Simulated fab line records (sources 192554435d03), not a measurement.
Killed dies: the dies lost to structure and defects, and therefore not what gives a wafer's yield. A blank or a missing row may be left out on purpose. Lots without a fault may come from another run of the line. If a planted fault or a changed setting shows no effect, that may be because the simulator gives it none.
fab line records	flow n5Finfet
[record] lots = 10	wafers = 30	lastDay = 17
route steps=1938 shown BEOL_M2@899 BEOL_M4@1111 PASSIVATION@1936
lots untouched by any fault: they come from a run of this same line in which no faults occurred
startH: start of the lot's first displayed wafer, in hours after the record's first day	waitH: hours since the lot's step before	" same as the row above	L1.1+2: a row that stands for several wafers	- either no value or no given start	* or withheld: withheld	< > ~ a bound
route shown NAME@n: a module of which the file shows steps, and the number in the route of the first	usual: mean and standard deviation over wafers with no fault	same: alike in all rows	chamber/n: place in a boat	sites: each site's reading	_std_site: the values' standard deviation	_edge_site: inner sites' mean taken away from outer sites' mean	radiusMm: how far each site lies from the wafer's centre	mask NAME#n: copy n	behind: the most recent tool/chamber to have shaped the wafer	hold: why the lot was held/for how many hours/how that ended	device: which transistor (n, p or np) failed to switch	end of line: at the end of the route, the tests of the same wafers	a step without rows: its recipe alone	killed: dies that structure and defects cost at the first sort, which is not the same as the wafer's yield	map: per-die view of a wafer (x killed, . not killed, _ where there is no die)
set.NAME: the setting that was run; set.NAME@STEP: the one run at that earlier step	model.NAME: the simulator's own value behind a step, which no gauge read
route steps across a sampled set of lots; one table per step, one row per wafer
[[steps]]
[step N5_BEOL_M2_DEGAS_44]
[recipe] ambient = vacuum	tempC = 250	timeS = 60
[usual] heaterPowerW = 326/43
lot.wafer	tool	chamber	startH	waitH	heaterPowerW
L661.1	pvdSputter-03	-	134.65	1.3	338
L661.2	"	-	"	"	432
L661.4	"	-	"	"	297
L662.3	pvdSputter-03	-	148.36	0.7	297
L662.4	"	-	"	"	417
L662.6	"	-	"	"	344
L666.1	pvdSputter-01	-	166.39	0.4	366
L666.2	"	-	"	"	352
L666.6	"	-	"	"	288
L668.2	pvdSputter-01	-	179.40	0.1	368
L668.3	"	-	"	"	302
L668.6	"	-	"	"	298
L670.1	pvdSputter-01	-	193.41	0.2	339
L670.2	"	-	"	"	303
L670.5	"	-	"	"	301
L671.2	pvdSputter-02	-	194.24	0.0	283
L671.4	"	-	"	"	292
L671.5	"	-	"	"	290
L673.1	pvdSputter-01	-	212.41	0.2	302
L673.4	"	-	"	"	360
L673.5	"	-	"	"	342
L682.1	pvdSputter-03	-	271.32	0.1	305
L682.3	"	-	"	"	300
L682.5	"	-	"	"	415
L684.2	pvdSputter-02	-	274.82	0.1	363
L684.3	"	-	"	"	287
L684.4	"	-	"	"	293
L683.2	pvdSputter-02	-	279.52	0.5	284
L683.4	"	-	"	"	280
L683.6	"	-	"	"	290
[step N5_BEOL_M2_SURFACE_TREAT_85]
[recipe] gas = Ar	timeS = *	ionEnergyEv = *	ionCurrentMaCm2 = 0.5	pressureMtorr = *	arFlowSccm = 30
[usual] pressureMtorr = *	throttleValvePct = *
lot.wafer	tool	chamber	startH	waitH	pressureMtorr	throttleValvePct
L661.1	pvdSputter-03	-	135.09	0.2	*	*
L661.2	"	-	"	"	*	*
L661.4	"	-	"	"	*	*
L662.3	pvdSputter-03	-	150.42	1.6	*	*
L662.4	"	-	"	"	*	*
L662.6	"	-	"	"	*	*
L666.1	pvdSputter-02	-	166.86	0.1	*	*
L666.2	"	-	"	"	*	*
L666.6	"	-	"	"	*	*
L668.2	pvdSputter-02	-	179.77	0.2	*	*
L668.3	"	-	"	"	*	*
L668.6	"	-	"	"	*	*
L670.1	pvdSputter-01	-	193.81	0.2	*	*
L670.2	"	-	"	"	*	*
L670.5	"	-	"	"	*	*
L671.2	pvdSputter-02	-	194.57	0.1	*	*
L671.4	"	-	"	"	*	*
L671.5	"	-	"	"	*	*
L673.1	pvdSputter-03	-	212.97	0.3	*	*
L673.4	"	-	"	"	*	*
L673.5	"	-	"	"	*	*
L682.1	pvdSputter-03	-	271.80	0.3	*	*
L682.3	"	-	"	"	*	*
L682.5	"	-	"	"	*	*
L684.2	pvdSputter-03	-	275.24	0.2	*	*
L684.3	"	-	"	"	*	*
L684.4	"	-	"	"	*	*
L683.2	pvdSputter-03	-	279.98	0.2	*	*
L683.4	"	-	"	"	*	*
L683.6	"	-	"	"	*	*
[step N5_BEOL_M2_ANNEAL_80]
[recipe] tempC = 400	timeS = 240	ambient = vacuum
[usual] heaterPowerW = 795/100	susceptorTempC = 399.98/0.23	susceptor_temp_C_max = 401.0/0.44
lot.wafer	tool	chamber	startH	waitH	heaterPowerW	susceptorTempC	susceptor_temp_C_max
L661.1	pvdSputter-03	-	135.93	0.0	871	400.17	400.8
L661.2	"	-	"	"	1048	400.18	401.0
L661.4	"	-	"	"	748	400.04	401.2
L662.3	pvdSputter-03	-	151.16	0.0	760	399.96	400.9
L662.4	"	-	"	"	1068	399.82	400.8
L662.6	"	-	"	"	1051	399.88	401.0
L666.1	pvdSputter-01	-	167.42	0.0	735	400.00	401.3
L666.2	"	-	"	"	868	399.44	400.9
L666.6	"	-	"	"	755	399.85	400.9
L668.2	pvdSputter-02	-	180.37	0.0	732	400.15	402.0
L668.3	"	-	"	"	876	400.24	401.4
L668.6	"	-	"	"	699	399.66	401.0
L670.1	pvdSputter-01	-	194.34	0.0	767	400.24	400.9
L670.2	"	-	"	"	730	399.89	400.5
L670.5	"	-	"	"	902	399.90	400.9
L671.2	pvdSputter-02	-	195.09	0.0	694	399.98	401.0
L671.4	"	-	"	"	701	399.75	401.3
L671.5	"	-	"	"	703	400.17	400.7
L673.1	pvdSputter-02	-	214.43	0.0	705	399.82	400.9
L673.4	"	-	"	"	704	399.90	400.4
L673.5	"	-	"	"	709	400.12	400.6
L682.1	pvdSputter-02	-	272.36	0.0	-	-	-
L682.3	"	-	"	"	-	-	-
L682.5	"	-	"	"	-	-	-
L684.2	pvdSputter-02	-	277.24	0.0	722	399.56	400.6
L684.3	"	-	"	"	717	399.89	400.3
L684.4	"	-	"	"	697	400.24	402.2
L683.2	pvdSputter-02	-	280.76	0.0	-	-	-
L683.4	"	-	"	"	-	-	-
L683.6	"	-	"	"	-	-	-
[step N5_BEOL_M2_ANNEAL_89]
[recipe] tempC = 400	timeS = 240	ambient = vacuum
[usual] heaterPowerW = 795/100	susceptorTempC = 399.99/0.23	susceptor_temp_C_max = 401.0/0.46
lot.wafer	tool	chamber	startH	waitH	heaterPowerW	susceptorTempC	susceptor_temp_C_max
L661.1	pvdSputter-03	-	136.59	0.0	856	400.04	401.2
L661.2	"	-	"	"	1053	399.67	400.4
L661.4	"	-	"	"	740	400.07	400.9
L662.3	pvdSputter-03	-	151.82	0.0	764	399.79	401.0
L662.4	"	-	"	"	1057	400.15	401.4
L662.6	"	-	"	"	1037	400.32	401.3
L666.1	pvdSputter-01	-	168.08	0.0	764	399.95	400.9
L666.2	"	-	"	"	865	400.18	402.0
L666.6	"	-	"	"	758	399.64	400.6
L668.2	pvdSputter-02	-	181.03	0.0	707	400.10	402.0
L668.3	"	-	"	"	888	399.88	401.2
L668.6	"	-	"	"	706	400.39	401.9
L670.1	pvdSputter-01	-	195.00	0.0	730	400.25	401.0
L670.2	"	-	"	"	715	399.74	400.4
L670.5	"	-	"	"	923	399.83	401.1
L671.2	pvdSputter-02	-	195.75	0.0	723	399.64	400.5
L671.4	"	-	"	"	708	399.88	401.1
L671.5	"	-	"	"	711	399.66	400.2
L673.1	pvdSputter-02	-	215.09	0.0	727	400.12	401.1
L673.4	"	-	"	"	709	400.00	400.5
L673.5	"	-	"	"	716	399.65	400.3
L682.1	pvdSputter-02	-	273.02	0.0	731	400.10	400.9
L682.3	"	-	"	"	681	399.86	401.4
L682.5	"	-	"	"	711	399.86	400.3
L684.2	pvdSputter-02	-	277.90	0.0	700	400.02	400.8
L684.3	"	-	"	"	704	399.54	400.0
L684.4	"	-	"	"	718	399.91	401.7
L683.2	pvdSputter-02	-	281.42	0.0	704	400.23	400.9
L683.4	"	-	"	"	884	400.18	401.1
L683.6	"	-	"	"	885	399.67	400.5
[step N5_BEOL_M4_RC_MEAS_101]
[usual] DIBL_N = 36.7/2.4	DIBL_P = 37.4/2.9	IOFF_N = 0.18/0.05	IOFF_P = 0.23/0.058	ION_N = 683/16	ION_P = 467/11	SS_N = 71.7/0.77	SS_P = 73.5/0.87	VT_N = 249/4.3	VT_P = -250/4.4
lot.wafer	tool	chamber	startH	waitH	DIBL_N[mV/V]	DIBL_P[mV/V]	IOFF_N[nA/um]	IOFF_P[nA/um]	ION_N[uA/um]	ION_P[uA/um]	SS_N[mV/dec]	SS_P[mV/dec]	VT_N[mV]	VT_P[mV]
L661.1	prober-01	0	157.25	0.8	38.7	41.7	0.22	0.29	691	467	72.6	75.5	244	-248
L661.2	"	0	"	"	35.2	37.8	0.16	0.22	671	461	71.3	73.5	251	-251
L661.4	"	0	"	"	33.1	33.2	0.11	0.14	657	456	71.1	72.6	254	-257
L662.3	prober-02	0	176.21	0.3	35.9	34.4	0.14	0.17	669	455	71.1	72.3	254	-253
L662.4	"	0	"	"	35.8	36.3	0.16	0.21	697	481	71.3	73.1	247	-251
L662.6	"	0	"	"	38.7	38.9	0.21	0.25	704	479	71.7	74.3	247	-248
L666.1	prober-01	0	195.96	0.0	36.8	38.4	0.15	0.23	665	467	71.2	74.1	253	-250
L666.2	"	0	"	"	39.4	42.4	0.25	0.32	709	489	73.4	74.4	245	-246
L666.6	"	0	"	"	35.4	37.2	0.14	0.21	668	464	71.2	74.1	254	-254
L668.2	prober-02	0	202.94	0.2	32.5	34.2	0.14	0.19	686	485	69.9	72.6	249	-249
L668.3	"	0	"	"	34.6	35.3	0.14	0.19	671	463	71.3	73.1	252	-250
L668.6	"	0	"	"	34.8	36.9	0.16	0.23	694	486	70.7	73.0	247	-247
L670.1	prober-01	0	216.10	0.0	38.4	38.5	0.19	0.28	692	482	72.2	74.2	249	-246
L670.2	"	0	"	"	38.5	38.8	0.21	0.29	703	484	72.1	73.7	245	-246
L670.5	"	0	"	"	37.4	36.5	0.18	0.26	680	470	72.1	73.5	245	-246
L671.2	prober-01	0	224.37	0.2	41.1	42.0	0.25	0.24	699	458	73.2	74.5	246	-251
L671.4	"	0	"	"	33.5	33.5	0.11	0.13	681	466	70.7	72.6	253	-259
L671.5	"	0	"	"	36.9	37.0	0.16	0.17	680	450	72.0	73.5	250	-256
L673.1	prober-02	0	235.22	0.0	34.1	33.5	0.12	0.18	677	468	69.9	72.7	252	-252
L673.4	"	0	"	"	34.8	34.8	0.13	0.19	684	477	71.2	73.0	252	-249
L673.5	"	0	"	"	35.5	36.5	0.16	0.23	711	484	70.5	73.3	246	-246
L682.1	prober-01	0	295.35	0.0	35.4	36.6	0.16	0.17	683	459	71.9	72.5	251	-256
L682.3	"	0	"	"	38.2	38.8	0.25	0.22	703	463	72.9	73.6	242	-252
L682.5	"	0	"	"	33.6	34.3	0.14	0.14	693	455	71.1	72.7	249	-259
L684.2	prober-02	0	300.90	0.2	36.6	38.0	0.18	0.20	698	473	71.7	73.0	247	-252
L684.3	"	0	"	"	37.9	38.7	0.18	0.21	673	456	71.9	73.6	249	-252
L684.4	"	0	"	"	37.5	39.5	0.22	0.24	697	466	72.2	73.6	243	-249
L683.2	prober-02	0	304.06	0.2	37.8	37.7	0.18	0.20	684	457	71.9	74.1	248	-254
L683.4	"	0	"	"	34.3	34.0	0.11	0.15	670	468	71.0	72.7	254	-258
L683.6	"	0	"	"	33.2	33.0	0.10	0.14	668	462	70.1	72.2	257	-260
[step N5_PASSIVATION_PROBE_49]
[usual] defectLimitedYield = 91.4/1.6	killed_at_M0_to_M3 = 31/11	killed_at_M4_up = 14/5.7	killedAtContacts = 12/6	killedAtFrontEnd = 41/13	killedAtOther = 3.3/2.8	killedDies = 101/19	killedOpen = 67/14	killedShort = 33/8.2	sort_bin_4_leakage = 0.0/0.37	sort_bin_5_function = 5.0/1.1	sort_bin_6_memory = 3.3/0.74	sortNPass = 1078/20	sortYieldPct = 91.3/1.7
[same] grossDies = 1180	killedAtBackSide = 0	sort_bin_8_speed[%] = 0
lot.wafer	tool	chamber	startH	waitH	defectLimitedYield[%]	killed_at_M0_to_M3	killed_at_M4_up	killedAtContacts	killedAtFrontEnd	killedAtOther	killedDies	killedOpen	killedShort	sort_bin_4_leakage[%]	sort_bin_5_function[%]	sort_bin_6_memory[%]	sortNPass	sortYieldPct[%]
L661.1	prober-02	-	254.75	0.0	94.2	14	11	4	38	1	68	36	31	0	3.2	2.1	1112	94.2
L661.2	prober-02	-	254.80	0.1	92.8	26	13	1	43	2	85	59	26	0	4.7	2.3	1095	92.8
L661.4	prober-02	-	254.90	0.2	92.5	18	9	5	54	3	89	55	25	0	4.2	2.6	1091	92.5
L668.2	prober-01	-	305.75	0.1	89.2	24	20	12	67	4	127	89	37	0	6.2	4.2	1053	89.2
L668.3	prober-01	-	305.80	0.1	89.3	31	9	15	71	0	126	91	33	0	6.1	4.2	1054	89.3
L668.6	prober-01	-	305.95	0.3	91.3	33	19	14	33	4	103	64	38	0	5.4	3.1	1077	91.3
L670.1	prober-01	-	311.04	0.0	93.3	18	12	6	38	5	79	49	23	0	4.1	2.5	1101	93.3
L670.2	prober-01	-	311.09	0.1	93.7	17	15	15	25	2	74	53	21	0	4.2	2.1	1106	93.7
L670.5	prober-01	-	311.24	0.2	93.2	23	16	9	28	4	80	46	28	0	4.0	2.6	1100	93.2
L671.2	prober-01	-	324.61	0.1	91.2	38	14	7	44	1	104	61	42	0	4.4	3.7	1076	91.2
L671.4	prober-01	-	324.71	0.2	87.9	47	4	14	74	4	143	87	53	0	6.2	5.1	1037	87.9
L671.5	prober-01	-	324.76	0.2	87.1	43	23	8	77	1	152	100	43	0	7.3	4.8	1028	87.1
L673.1	prober-02	-	334.41	0.0	89.1	64	7	4	51	3	129	81	48	0	6.2	4.1	1051	89.1
L673.4	prober-02	-	334.56	0.2	91.9	35	15	5	38	3	96	63	31	0	5.1	2.9	1084	91.9
L673.5	prober-02	-	334.61	0.2	93.1	30	12	6	32	1	81	49	32	0	3.6	2.7	1099	93.1
L682.1	prober-01	-	394.62	0.0	90.3	24	20	13	53	5	115	76	38	0	6.4	3.4	1065	90.3
L682.3	prober-01	-	394.72	0.1	90.2	24	30	19	39	4	116	76	36	0.1	5.8	3.5	1063	90.1
L682.5	prober-01	-	394.82	0.2	93.3	17	6	18	38	0	79	61	17	0	3.8	2.6	1101	93.3
// killed by level:class
L661.1 GATE_CUT:geometricParticle:short=7 STI_FIN_REVEAL:geometricParticle:open=5 DUMMY_GATE:geometricParticle:open=5 GATE_CUT:geometricParticle:open=5 FIN_SAQP:geometricParticle:short=4 MOL_CONTACT_COAG:geometricParticle:open=4 BEOL_M0_SAQP:geometricParticle:short=4 BEOL_M2:geometricParticle:open=4
L661.2 STI_FIN_REVEAL:geometricParticle:open=10 FIN_SAQP:geometricParticle:open=9 BEOL_M4:geometricParticle:open=9 BEOL_M2:geometricParticle:open=8 FIN_SAQP:geometricParticle:short=7 BEOL_M0_SAQP:geometricParticle:open=6 BEOL_M3:geometricParticle:open=5 GATE_CUT:geometricParticle:short=4
L661.4 FIN_SAQP:geometricParticle:open=10 DUMMY_GATE:geometricParticle:open=8 HKMG_FIN:areaEtch=7 FIN_SAQP:geometricParticle:short=6 STI_FIN_REVEAL:geometricParticle:open=6 DUMMY_GATE:geometricParticle:short=5 STARTING-WAFER:geometricParticle:open=5 MOL_CONTACT_COAG:geometricParticle:open=4
L668.2 STI_FIN_REVEAL:geometricParticle:open=20 FIN_SAQP:geometricParticle:open=18 BEOL_M4:geometricParticle:open=14 FIN_SAQP:geometricParticle:short=11 MOL_CONTACT_COAG:geometricParticle:open=10 BEOL_M0_SAQP:geometricParticle:open=7 BEOL_M0_SAQP:geometricParticle:short=6 GATE_CUT:geometricParticle:short=5
L668.3 FIN_SAQP:geometricParticle:open=25 FIN_SAQP:geometricParticle:short=18 MOL_CONTACT_COAG:geometricParticle:open=14 BEOL_M0_SAQP:geometricParticle:open=11 STI_FIN_REVEAL:geometricParticle:open=10 BEOL_M0_SAQP:geometricParticle:short=8 DUMMY_GATE:geometricParticle:open=6 BEOL_M4:geometricParticle:open=5
L668.6 FIN_SAQP:geometricParticle:open=10 FIN_SAQP:geometricParticle:short=10 MOL_CONTACT_COAG:geometricParticle:open=10 BEOL_M0_SAQP:geometricParticle:open=9 BEOL_M0_SAQP:geometricParticle:short=8 BEOL_M3:geometricParticle:open=6 BEOL_M4:geometricParticle:open=6 STI_FIN_REVEAL:geometricParticle:open=4
L670.1 FIN_SAQP:geometricParticle:short=8 FIN_SAQP:geometricParticle:open=6 STI_FIN_REVEAL:geometricParticle:open=6 MOL_CONTACT_COAG:geometricParticle:open=6 BEOL_M4:geometricParticle:open=5 BEOL_M0:geometricParticle:open=4 BEOL_M2:geometricParticle:open=4 GATE_CUT:geometricParticle:open=3
L670.2 MOL_CONTACT_COAG:geometricParticle:open=11 FIN_SAQP:geometricParticle:open=8 STI_FIN_REVEAL:geometricParticle:open=7 BEOL_M4:geometricParticle:open=7 BEOL_M0_SAQP:geometricParticle:short=5 BEOL_M0_SAQP:geometricParticle:open=5 MOL_CONTACT_COAG:geometricParticle:short=4 BEOL_M0:geometricParticle:open=3
L670.5 BEOL_M3:geometricParticle:open=7 MOL_CONTACT_COAG:geometricParticle:open=6 BEOL_M1:geometricParticle:open=6 FIN_SAQP:geometricParticle:open=4 STI_FIN_REVEAL:geometricParticle:open=4 DUMMY_GATE:geometricParticle:open=4 BEOL_M4:geometricParticle:short=4 FIN_SAQP:geometricParticle:short=3
L671.2 FIN_SAQP:geometricParticle:short=14 BEOL_M2:geometricParticle:open=13 FIN_SAQP:geometricParticle:open=7 BEOL_M0_SAQP:geometricParticle:short=7 STI_FIN_REVEAL:geometricParticle:open=6 BEOL_M0_SAQP:geometricParticle:open=6 BEOL_M1:geometricParticle:open=6 MOL_CONTACT_COAG:geometricParticle:open=5
L671.4 FIN_SAQP:geometricParticle:short=28 FIN_SAQP:geometricParticle:open=15 BEOL_M0_SAQP:geometricParticle:open=12 MOL_CONTACT_COAG:geometricParticle:open=11 STI_FIN_REVEAL:geometricParticle:open=10 BEOL_M1:geometricParticle:open=8 BEOL_M0_SAQP:geometricParticle:short=7 BEOL_M0:geometricParticle:open=6
L671.5 STI_FIN_REVEAL:geometricParticle:open=23 FIN_SAQP:geometricParticle:short=14 BEOL_M3:geometricParticle:open=13 BEOL_M0_SAQP:geometricParticle:open=12 BEOL_M5:geometricParticle:open=9 BEOL_M4:geometricParticle:open=7 MOL_CONTACT_COAG:geometricParticle:open=6 HKMG_FIN:areaEtch=6
L673.1 BEOL_M0_SAQP:geometricParticle:short=23 BEOL_M0_SAQP:geometricParticle:open=19 FIN_SAQP:geometricParticle:open=12 FIN_SAQP:geometricParticle:short=9 GATE_CUT:geometricParticle:open=8 GATE_CUT:geometricParticle:short=7 BEOL_M3:geometricParticle:open=7 STI_FIN_REVEAL:geometricParticle:open=6
L673.4 DUMMY_GATE:geometricParticle:open=8 BEOL_M0_SAQP:geometricParticle:open=8 BEOL_M1:geometricParticle:open=8 STI_FIN_REVEAL:geometricParticle:open=6 BEOL_M4:geometricParticle:open=6 FIN_SAQP:geometricParticle:open=5 ILD0:geometricParticle:short=5 BEOL_M0_SAQP:geometricParticle:short=5
L673.5 BEOL_M0_SAQP:geometricParticle:short=9 BEOL_M1:geometricParticle:open=8 STI_FIN_REVEAL:geometricParticle:open=7 GATE_CUT:geometricParticle:short=6 BEOL_M0_SAQP:geometricParticle:open=6 MOL_CONTACT_COAG:geometricParticle:open=5 FIN_SAQP:geometricParticle:short=3 DUMMY_GATE:geometricParticle:open=3
L682.1 STI_FIN_REVEAL:geometricParticle:open=13 FIN_SAQP:geometricParticle:open=12 MOL_CONTACT_COAG:geometricParticle:open=11 BEOL_M4:geometricParticle:open=10 FIN_SAQP:geometricParticle:short=8 BEOL_M3:geometricParticle:open=6 DUMMY_GATE:geometricParticle:open=5 BEOL_M4:geometricParticle:short=5
L682.3 MOL_CONTACT_COAG:geometricParticle:open=14 BEOL_M4:geometricParticle:open=14 BEOL_M2:geometricParticle:open=11 FIN_SAQP:geometricParticle:short=9 STARTING-WAFER:geometricParticle:short=6 DUMMY_GATE:geometricParticle:open=5 MOL_CONTACT_COAG:geometricParticle:short=5 FIN_SAQP:geometricParticle:open=4
L682.5 MOL_CONTACT_COAG:geometricParticle:open=15 STI_FIN_REVEAL:geometricParticle:open=9 FIN_SAQP:geometricParticle:open=8 FIN_SAQP:geometricParticle:short=4 STARTING-WAFER:geometricParticle:open=4 DUMMY_GATE:geometricParticle:open=3 MOL_CONTACT_COAG:geometricParticle:short=3 BEOL_M0:geometricParticle:open=3
[[key]]
[firstSign] step = N5_BEOL_M2_ANNEAL_80	reading = toolRecord	direction = missing
effect none on later readings
metAt N5_BEOL_M2_ANNEAL_80
struckLots L682,L683
notActingAt N5_BEOL_M2_DEGAS_44,N5_BEOL_M2_SURFACE_TREAT_85,N5_BEOL_M2_ANNEAL_89
onsetBetween 214.43 272.36
[fault] kind = skippedStepWhole	tool = pvdSputter-02	chamber = -	onsetH = 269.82	steps = N5_BEOL_M2_ANNEAL_80	scope = struckLotsOnly
